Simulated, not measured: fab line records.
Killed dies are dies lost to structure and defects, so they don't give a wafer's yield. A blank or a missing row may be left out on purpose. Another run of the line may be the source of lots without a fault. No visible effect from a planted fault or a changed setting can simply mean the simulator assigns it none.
Chamber matching | flow n5-finfet | rie-diel-01 running N5_MOL_CONTACT_COAG_ETCHBACK_135: 4 sister chambers
The step etches SiO2 in CHF3, target depth 25 nm, time 16.7 s. 4 wafers are shown with their chamber, then 7 later ones without.

== WAFERS WITH THEIR CHAMBER ==
wafer  | chamber | showerhead-plenum-p-Torr (Torr)
L084.3 | 2       | 2.38
L084.5 | 0       | 2.54
L085.2 | 3       | 2.37
L085.3 | 1       | 2.33

== WAFERS WITH NO CHAMBER GIVEN ==
wafer  | showerhead-plenum-p-Torr (Torr)
L085.6 | 2.33
L086.3 | 2.38
L086.5 | 2.38
L086.6 | 2.37
L087.1 | 2.33
L087.2 | 2.53
L087.6 | 2.33

== WHICH CHAMBER EACH ONE RAN IN ==
wafer  | from the rows above | in truth
L085.6 | 1                   | 1
L086.3 | 2                   | 2
L086.5 | 2                   | 2
L086.6 | 3                   | 3
L087.1 | 1                   | 1
L087.2 | 0                   | 0
L087.6 | 1                   | 1
Correctly placed: 7 of 7. Number that these rows cannot place: 0. Wrongly placed: 0.
How it was worked out, from the rows above alone: a wafer's distance from a chamber is the root of the sum, over the readings, of the square of ((its reading less the chamber's mean) divided by the reading's scatter). If the next closest chamber is less than 2 further off than the closest, the wafer can't be placed; otherwise it belongs to the closest. The mean given for a chamber averages the wafers shown for that chamber. The scatter: root of mean squared gap, hidden wafer to nearest shown wafer, with one shown wafer a chamber.
